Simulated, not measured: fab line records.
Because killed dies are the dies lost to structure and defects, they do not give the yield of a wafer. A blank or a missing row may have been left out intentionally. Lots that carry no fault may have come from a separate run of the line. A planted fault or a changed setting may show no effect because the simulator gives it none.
fab line records	flow n5Finfet
record: lots: 9	wafers: 26	lastDay: 18
route steps=1938 shown PMOS_HMC_CHANNEL_EPI@69 FIN_SAQP@98 BEOL_M4@1111
lots that met no fault: taken from a fault-free run of the same line
startH: hours from the record's first day to the start of the lot's first wafer shown	waitH: hours since the lot's step before	" unchanged from the row above	L1.1+2: a row that stands for several wafers	- either no value or no given start	* or withheld: withheld	< > ~ a bound
route shown NAME@n: NAME is a module with steps in the file, n the number in the route of the first one	usual: mean and standard deviation over wafers with no fault	same: alike in all rows	chamber/n: place in a boat	sites: per-site readings	_std_site: the values' standard deviation	_edge_site: inner sites' mean taken away from outer sites' mean	radiusMm: how far each site lies from the wafer's centre	mask NAME#n: copy n	behind: the tool/chamber that last shaped the wafer	hold: reason for holding the lot/hours on hold/outcome of the hold	device: which transistor (n, p or np) failed to switch	end of line: tests of these same wafers at the route's end	for a step that has no rows: nothing shown but its recipe	killed: dies lost to structure and defects at the first sort, not the wafer's yield	map: a wafer's dies, x killed, . not, _ none there
set.NAME: the run value of the setting; set.NAME@STEP: its run value at that earlier step	model.NAME: the simulator's own value behind a step, which no gauge read
one table for each step of the route and one row for each wafer, over a sample of lots
services: a tool's chamber out of use, with start hour (startH, from the record's first day; less than 0 if before it), hours out, and reason
== steps ==
step: N5_PMOS_HMC_CHANNEL_EPI_ETCH_32
recipe: chemistry: N2/H2	target: BARC	stopOn: SiO2	targetDepthA: 858	overEtchFrac: 0.3	timeS: 50.3	ionEnergyEv: 200	maskMaterial: CAR-ArF-block	pressureMtorr: 30	sourceW: 840	biasW: 150	n2FlowSccm: 200	h2FlowSccm: 200
usual: biasW: 149.9/0.41	drypumpMotorCurrentA: 5.8/0.54	oesProductAu: 0.64/0.063	rfVppV: 523.9/2.4	showerheadPlenumPTorr: 2.54/0.088	throttleValvePct: 17.97/0.24
lot.wafer	tool	chamber	startH	waitH	biasW	drypumpMotorCurrentA	oesProductAu	rfHoursCounterH	rfVppV	showerheadPlenumPTorr	throttleValvePct
L564.1	rieDiel-02	1	29.53	0.0	149.6	6.2	0.61	211	524.4	2.52	18.26
L564.4	"	2	"	"	149.8	6.7	0.77	-	525.6	2.59	18.03
L564.6	"	1	"	"	150.7	6.2	0.62	-	524.3	2.52	18.26
L567.1	rieDiel-05	0	47.93	0.0	150.2	5.5	0.63	171	528.0	2.64	17.93
L567.2	"	1	"	"	150.2	5.6	0.69	99	522.1	2.46	17.68
L567.4	"	3	"	"	149.9	6.3	0.73	-	521.0	2.47	17.78
L568.1	rieDiel-02	2	53.38	0.0	150.1	6.8	0.77	31	526.7	2.59	18.05
L568.3	"	3	"	"	149.9	6.5	0.69	112	524.4	2.56	17.87
L568.4	"	0	"	"	149.9	5.1	0.61	212	519.8	2.40	17.93
L570.2	rieDiel-04	1	65.72	0.0	150.3	5.3	0.60	208	527.6	2.63	17.92
L570.4	"	2	"	"	150.0	5.7	0.61	201	525.6	2.62	17.78
L570.6	"	2	"	"	149.2	5.7	0.62	-	526.4	2.62	17.77
L572.3	rieDiel-02	3	79.36	0.0	149.6	6.5	0.69	120	523.4	2.56	17.88
L572.4	"	2	"	"	150.3	6.7	0.75	38	523.2	2.59	18.05
L572.5	"	2	"	"	149.8	6.7	0.75	-	523.7	2.59	18.07
L577.1	rieDiel-02	0	108.15	0.0	150.6	5.1	0.60	229	520.8	2.39	17.94
L577.2	"	1	"	"	150.1	6.2	0.60	234	523.3	2.51	18.30
L577.4	"	2	"	"	150.2	6.8	0.75	46	525.1	2.58	18.05
L580.2	rieDiel-05	2	125.17	0.0	150.6	6.5	0.80	17	523.7	2.50	17.67
L580.4	"	1	"	"	150.6	5.6	0.68	121	521.5	2.45	17.73
L582.1	rieDiel-04	0	137.50	0.0	149.9	5.4	0.58	234	527.4	2.61	18.39
L582.4	"	0	"	"	150.2	5.4	0.58	-	526.3	2.61	18.38
L582.6	"	1	"	"	149.5	5.4	0.59	-	525.0	2.62	17.96
L585.1	rieDiel-02	3	155.44	0.0	149.8	6.5	0.67	142	523.2	2.55	17.93
L585.2	"	2	"	"	150.2	6.7	0.73	60	524.4	2.58	18.09
L585.6	"	1	"	"	149.6	6.2	0.59	-	521.6	2.50	18.33
step: N5_PMOS_HMC_CHANNEL_EPI_INSPECT_30
recipe: inspectInstrument: darkfield	mode: postEpi
usual: rawDefectCount: 20/6.3
lot.wafer	tool	chamber	startH	waitH	rawDefectCount
L564.1	defectInspect-01	-	32.66	0.0	20
L564.4	"	-	"	"	21
L564.6	"	-	"	"	14
L567.1	defectInspect-02	-	50.63	0.0	27
L567.2	"	-	"	"	34
L567.4	"	-	"	"	26
L568.1	defectInspect-02	-	56.09	0.0	16
L568.3	"	-	"	"	21
L568.4	"	-	"	"	23
L570.2	defectInspect-02	-	68.93	0.0	14
L570.4	"	-	"	"	18
L570.6	"	-	"	"	12
L572.3	defectInspect-02	-	82.08	0.0	17
L572.4	"	-	"	"	13
L572.5	"	-	"	"	21
L577.1	defectInspect-01	-	110.96	0.0	28
L577.2	"	-	"	"	20
L577.4	"	-	"	"	20
L580.2	defectInspect-01	-	127.99	0.0	15
L580.4	"	-	"	"	8
L582.1	defectInspect-02	-	140.32	0.0	16
L582.4	"	-	"	"	22
L582.6	"	-	"	"	18
L585.1	defectInspect-01	-	158.26	0.0	23
L585.2	"	-	"	"	17
L585.6	"	-	"	"	22
step: N5_FIN_SAQP_PECVD_47
recipe: material: a-Si	targetThkA: 450	tempC: 400	precursor: SiH4/He	pressureTorr: 3	rfW: 100	timeS: 36.3
usual: heaterPowerW: 826/82	showerheadPlenumPTorr: 5.66/0.074	throttleValvePct: 17.8/0.92
lot.wafer	tool	chamber	startH	waitH	heaterPowerW	showerheadPlenumPTorr	throttleValvePct
L564.1	pecvd-01	1	33.86	0.0	796	5.64	18.3
L564.4	"	1	"	"	793	5.64	18.1
L564.6	"	2	"	"	748	5.64	15.8
L567.1	pecvd-01	2	51.30	0.0	803	5.65	15.8
L567.2	"	1	"	"	726	5.64	18.5
L567.4	"	0	"	"	825	5.54	18.2
L568.1	pecvd-01	0	56.88	0.0	836	5.54	18.2
L568.3	"	1	"	"	752	5.62	18.2
L568.4	"	0	"	"	824	5.55	18.5
L570.2	pecvd-03	1	70.67	0.0	780	5.65	18.0
L570.4	"	1	"	"	812	5.64	18.1
L570.6	"	0	"	"	963	5.62	17.6
L572.3	pecvd-03	2	82.76	0.1	981	5.66	17.9
L572.4	"	1	"	"	890	5.63	17.9
L572.5	"	1	"	"	868	5.66	18.0
L577.1	pecvd-01	2	111.71	0.0	745	5.66	15.9
L577.2	"	0	"	"	844	5.55	18.2
L577.4	"	1	"	"	696	5.62	17.9
L580.2	pecvd-01	2	128.66	0.0	704	5.64	16.0
L580.4	"	0	"	"	865	5.55	18.6
L582.1	pecvd-01	2	140.98	0.0	661	5.65	15.8
L582.4	"	1	"	"	741	5.63	18.2
L582.6	"	0	"	"	719	5.54	18.6
L585.1	pecvd-02	0	158.96	0.0	864	5.70	17.5
L585.2	"	1	"	"	910	5.70	19.2
L585.6	"	2	"	"	857	5.81	18.3
step: N5_FIN_SAQP_PECVD_06
recipe: material: a-Si	targetThkA: 600	tempC: 400	precursor: SiH4/He	pressureTorr: 3	rfW: 100	timeS: 48.1
usual: heaterPowerW: 814/77	showerheadPlenumPTorr: 5.66/0.073	throttleValvePct: 17.8/0.92
lot.wafer	tool	chamber	startH	waitH	heaterPowerW	showerheadPlenumPTorr	throttleValvePct
L564.1	pecvd-01	1	33.94	0.0	746	5.63	18.3
L564.4	"	1	"	"	755	5.65	18.3
L564.6	"	2	"	"	732	5.63	16.0
L567.1	pecvd-01	2	51.38	0.0	748	5.65	16.0
L567.2	"	1	"	"	775	5.62	18.5
L567.4	"	0	"	"	815	5.54	18.2
L568.1	pecvd-01	0	56.96	0.0	821	5.55	18.4
L568.3	"	1	"	"	771	5.63	18.3
L568.4	"	0	"	"	847	5.57	18.4
L570.2	pecvd-03	1	70.75	0.0	744	5.64	17.6
L570.4	"	1	"	"	757	5.63	18.1
L570.6	"	0	"	"	888	5.60	17.7
L572.3	pecvd-03	2	82.89	0.0	957	5.66	18.0
L572.4	"	1	"	"	825	5.64	18.0
L572.5	"	1	"	"	828	5.64	18.1
L577.1	pecvd-01	2	111.79	0.0	777	5.65	15.8
L577.2	"	0	"	"	816	5.56	18.3
L577.4	"	1	"	"	776	5.64	18.1
L580.2	pecvd-01	2	128.74	0.0	726	5.65	15.9
L580.4	"	0	"	"	754	5.56	18.5
L582.1	pecvd-01	2	141.06	0.0	780	5.65	16.1
L582.4	"	1	"	"	668	5.64	18.4
L582.6	"	0	"	"	851	5.55	18.4
L585.1	pecvd-02	0	159.05	0.0	929	5.70	17.7
L585.2	"	1	"	"	784	5.71	18.8
L585.6	"	2	"	"	876	5.81	18.3
step: N5_FIN_SAQP_THK_MEAS_07
usual: thkNm: 60.0/0.79
lot.wafer	tool	chamber	startH	waitH	thkNm
L564.1	filmMetro-01	-	34.03	0.1	60.0
L564.4	"	-	"	"	61.2
L564.6	"	-	"	"	59.9
L567.1	filmMetro-01	-	51.47	0.1	58.6
L567.2	"	-	"	"	60.0
L567.4	"	-	"	"	60.8
L568.1	filmMetro-02	-	57.05	0.1	60.3
L568.3	"	-	"	"	59.8
L568.4	"	-	"	"	60.7
L570.2	filmMetro-01	-	70.84	0.1	59.2
L570.4	"	-	"	"	59.5
L570.6	"	-	"	"	61.4
L572.3	filmMetro-02	-	82.98	0.1	60.7
L572.4	"	-	"	"	60.1
L572.5	"	-	"	"	59.6
L577.1	filmMetro-01	-	111.88	0.1	60.1
L577.2	"	-	"	"	30.8
L577.4	"	-	"	"	31.6
L580.2	filmMetro-02	-	128.83	0.1	30.0
L580.4	"	-	"	"	30.5
L582.1	filmMetro-01	-	141.15	0.1	58.8
L582.4	"	-	"	"	30.0
L582.6	"	-	"	"	59.7
L585.1	filmMetro-02	-	159.13	0.1	58.5
L585.2	"	-	"	"	59.9
L585.6	"	-	"	"	60.5
step: N5_FIN_SAQP_MANDREL_ETCH_22
recipe: targetDepthA: 600	chemistry: HBr/Cl2	target: a-Si	stopOn: SiNx	btTimeS: 10	overEtchFrac: 0.5	timeS: 30	pressureMtorr: 10	icpW: 800	biasW: 75	HBr_flow_sccm: 150	Cl2_flow_sccm: 80	ends: endPoint
usual: biasW: 74.98/0.22	drypumpMotorCurrentA: 5.5/0.6	oesProductAu: 0.769/0.014	throttleValvePct: 35.5/0.36
lot.wafer	tool	chamber	startH	waitH	biasW	drypumpMotorCurrentA	oesProductAu	rfHoursCounterH	throttleValvePct
L564.1	rieSi-05	2	34.90	0.0	74.78	6.3	0.759	92	35.0
L564.4	"	3	"	"	74.79	5.5	0.767	88	35.7
L564.6	"	0	"	"	75.25	5.0	0.778	-	35.1
L567.1	rieSi-04	3	52.36	0.0	75.02	4.9	0.756	25	35.7
L567.2	"	2	"	"	74.84	6.0	0.769	7	35.1
L567.4	"	1	"	"	74.55	5.4	0.786	182	35.3
L568.1	rieSi-02	3	58.03	0.0	75.15	6.0	0.775	7	35.7
L568.3	"	2	"	"	75.17	6.4	0.774	59	35.3
L568.4	"	1	"	"	74.83	5.1	0.782	26	35.5
L570.2	rieSi-04	0	71.71	0.0	74.80	6.5	0.728	2	35.2
L570.4	"	2	"	"	75.44	6.0	0.764	7	35.1
L570.6	"	0	"	"	74.77	6.5	0.755	-	35.1
L572.3	rieSi-02	2	83.72	0.0	75.23	6.4	0.789	60	35.3
L572.4	"	0	"	"	75.00	4.9	0.760	6	36.0
L572.5	"	0	"	"	75.46	4.9	0.754	-	36.0
L577.1	rieSi-05	2	112.78	0.0	74.76	6.2	0.769	94	35.0
L577.2	"	1	"	"	74.94	4.9	0.555	44	36.5
L577.4	"	0	"	"	74.91	4.9	0.558	36	35.6
L580.2	rieSi-05	3	129.57	0.0	75.42	5.6	0.540	90	36.2
L580.4	"	0	"	"	74.62	4.9	0.553	37	35.6
L582.1	rieSi-04	2	141.89	0.0	75.06	6.0	0.767	8	35.1
L582.4	"	0	"	"	74.76	6.5	0.520	3	35.6
L582.6	"	3	"	"	74.87	4.9	0.760	-	35.7
L585.1	rieSi-05	2	160.00	0.0	75.22	6.2	0.746	94	35.0
L585.2	"	0	"	"	75.22	4.9	0.776	37	35.1
L585.6	"	1	"	"	74.79	4.9	0.792	-	36.0
step: N5_BEOL_M4_RC_MEAS_101
usual: DIBL_N: 36.0/1.7	DIBL_P: 36.0/2	IOFF_N: 0.156/0.028	IOFF_P: 0.21/0.04	ION_N: 673/12	ION_P: 463/8.3	SS_N: 71.4/0.6	SS_P: 73.3/0.66	VT_N: 250/3	VT_P: -250/3.8
lot.wafer	tool	chamber	startH	waitH	DIBL_N[mV/V]	DIBL_P[mV/V]	IOFF_N[nA/um]	IOFF_P[nA/um]	ION_N[uA/um]	ION_P[uA/um]	SS_N[mV/dec]	SS_P[mV/dec]	VT_N[mV]	VT_P[mV]
L564.1	prober-02	0	169.30	0.0	35.8	35.5	0.155	0.16	674	460	72.5	73.2	250	-257
L564.4	"	0	"	"	38.5	39.1	0.207	0.22	680	454	72.3	74.7	248	-251
L564.6	"	0	"	"	35.0	35.3	0.146	0.17	668	454	70.5	73.0	248	-256
L567.1	prober-01	0	190.45	0.0	34.8	33.7	0.118	0.18	652	454	71.3	73.1	255	-252
L567.2	"	0	"	"	37.8	38.1	0.169	0.24	669	465	72.4	73.7	250	-246
L567.4	"	0	"	"	35.3	34.2	0.136	0.18	672	463	71.1	72.9	250	-252
L568.1	prober-02	0	203.34	0.0	39.3	39.6	0.205	0.27	676	471	72.0	75.0	248	-247
L568.3	"	0	"	"	36.9	36.2	0.154	0.21	662	456	71.2	74.1	254	-253
L568.4	"	0	"	"	38.1	36.6	0.160	0.21	662	455	71.5	74.0	254	-254
L570.2	prober-02	0	208.03	0.2	36.1	35.1	0.155	0.20	669	462	71.7	73.6	252	-251
L570.4	"	0	"	"	36.3	35.6	0.168	0.22	681	465	70.9	73.2	248	-247
L570.6	"	0	"	"	36.6	35.9	0.159	0.22	673	461	71.8	74.5	251	-250
L572.3	prober-02	0	227.16	0.3	32.3	32.4	0.112	0.19	658	462	70.2	72.7	254	-249
L572.4	"	0	"	"	34.6	35.4	0.156	0.23	682	467	71.0	73.5	250	-247
L572.5	"	0	"	"	34.7	35.3	0.142	0.22	660	459	71.6	73.2	252	-247
L577.1	prober-02	0	254.02	0.0	38.0	39.2	0.202	0.22	691	464	72.0	74.4	245	-251
L577.2	"	0	"	"	36.2	36.7	0.174	0.19	681	458	71.3	73.9	248	-252
L577.4	"	0	"	"	33.9	34.5	0.133	0.16	667	457	70.4	73.4	251	-256
L580.2	prober-01	0	275.87	0.2	34.1	35.3	0.130	0.16	660	447	71.4	72.9	252	-257
L580.4	"	0	"	"	33.2	33.7	0.116	0.15	672	451	71.2	72.9	251	-256
L582.1	prober-01	0	300.79	0.0	38.1	38.5	0.208	0.24	692	468	71.7	73.9	247	-249
L582.4	"	0	"	"	37.2	36.4	0.179	0.20	673	455	71.9	73.5	249	-254
L582.6	"	0	"	"	38.8	38.3	0.202	0.25	686	466	72.1	74.6	246	-250
L585.1	prober-02	0	312.58	0.0	36.8	37.8	0.184	0.23	694	471	71.0	73.2	246	-249
L585.2	"	0	"	"	36.1	37.0	0.167	0.21	684	464	71.1	72.9	248	-251
L585.6	"	0	"	"	36.3	36.7	0.166	0.21	680	459	71.8	73.4	247	-253
== services ==
tool	chamber	startH	hours	kind
rieDiel-04	2	11.39	43.8	repair
rieDiel-02	0	16.27	1.6	repair
pecvd-03	2	21.12	-	clean
pecvd-03	2	21.12	-	consumableReplace:showerhead
pecvd-03	2	21.12	29.0	scheduledDown
pecvd-03	2	21.12	29.0	ventCycle
rieDiel-02	3	27.34	12.5	repair
rieSi-04	2	31.88	14.7	repair
pecvd-01	1	34.73	10.5	repair
pecvd-03	1	38.88	23.5	repair
rieDiel-05	1	55.66	1.7	repair
pecvd-03	0	56.60	5.0	scheduledDown
rieDiel-05	-	77.98	2.8	pm
rieDiel-02	2	84.27	3.8	repair
rieSi-05	1	85.21	22.8	repair
pecvd-03	-	86.60	7.7	repair
pecvd-01	2	112.29	2.1	scheduledDown
rieSi-05	2	131.94	12.4	repair
rieDiel-04	1	142.41	4.1	repair
rieDiel-05	0	149.93	9.9	repair
rieDiel-02	1	158.69	-	clean
rieDiel-02	1	158.69	-	consumableReplace:focusRing
rieDiel-02	1	158.69	32.3	scheduledDown
rieDiel-02	1	158.69	32.3	ventCycle
== key ==
firstSign: step: N5_FIN_SAQP_THK_MEAS_07	reading: thkNm	direction: down	sigmas: 37	usual: *	struck: *
effect: step: N5_FIN_SAQP_MANDREL_ETCH_22	reading: oesProductAu	direction: down	sigmas: 16	usual: 0.769	struck: 0.545
metAt N5_FIN_SAQP_PECVD_06
struckLots L577,L580,L582
struckWafers L577.2,L577.4,L580.2,L580.4,L582.4
notActingAt N5_PMOS_HMC_CHANNEL_EPI_ETCH_32,N5_PMOS_HMC_CHANNEL_EPI_INSPECT_30,N5_FIN_SAQP_PECVD_47
onsetBetween 56.96 111.79
fault: kind: processParameterDrift	tool: pecvd-01	chamber: -	onsetH: 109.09	steps: N5_FIN_SAQP_PECVD_06	channel: timeS	offset: *	shape: step	endH: 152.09	scope: struckWafersOnly	actsIn: *	stated: *
